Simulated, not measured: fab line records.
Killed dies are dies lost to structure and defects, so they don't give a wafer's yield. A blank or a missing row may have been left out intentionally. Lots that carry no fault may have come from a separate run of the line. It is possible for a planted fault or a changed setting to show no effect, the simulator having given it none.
Matching of chambers + flow nand_harc + 4 sister chambers for NHARC_A_DECK1_JOINT_CMP_02 on cmp-02
The step polishes SiOx. 4 wafers are shown with their chamber, then 11 later ones without.

## WAFERS, EACH WITH ITS CHAMBER
| wafer  | chamber | motor_current_A (A) |
|--------|---------|---------------------|
| L090.1 | 2       | 11.4                |
| L090.2 | 1       | 11.6                |
| L090.3 | 0       | 12.9                |
| L091.1 | 3       | 11.2                |

## WAFERS WITH NO CHAMBER GIVEN
| wafer  | motor_current_A (A) |
|--------|---------------------|
| L091.5 | 11.2                |
| L091.6 | 11.4                |
| L094.1 | 11.8                |
| L094.3 | 13.1                |
| L094.4 | 11.1                |
| L096.1 | 12.4                |
| L096.4 | 11.1                |
| L096.6 | 11.7                |
| L097.1 | 12.2                |
| L097.2 | 10.4                |
| L097.5 | 11.7                |

## CHAMBER TAKEN BY EACH
| wafer  | from the rows above               | in truth |
|--------|-----------------------------------|----------|
| L091.5 | can't be placed: 3 or 2 or 1      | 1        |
| L091.6 | can't be placed: 2 or 1 or 3      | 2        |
| L094.1 | can't be placed: 1 or 2 or 3      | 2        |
| L094.3 | 0                                 | 0        |
| L094.4 | can't be placed: 3 or 2 or 1      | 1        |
| L096.1 | can't be placed: 0 or 1 or 2 or 3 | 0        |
| L096.4 | can't be placed: 3 or 2 or 1      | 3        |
| L096.6 | can't be placed: 1 or 2 or 3      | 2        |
| L097.1 | can't be placed: 1 or 0 or 2 or 3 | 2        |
| L097.2 | can't be placed: 3 or 2 or 1      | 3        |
| L097.5 | can't be placed: 1 or 2 or 3      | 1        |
Correctly placed: 1 of 11. Can't be placed from these rows: 10 (the true chamber is among the candidates in 10). Wrongly placed: 0.
How it was worked out, from the rows above alone: a wafer's distance from a chamber is the root of the sum, over the readings, of the square of ((its reading less the chamber's mean) divided by the reading's scatter). The wafer belongs to the nearest chamber; if the next one is less than 2 further off, it can't be placed. For every chamber, the mean is computed from those of its wafers that are shown. The scatter: with one shown wafer a chamber, the root of the mean of the squares of how far each hidden wafer lies from its nearest shown one.
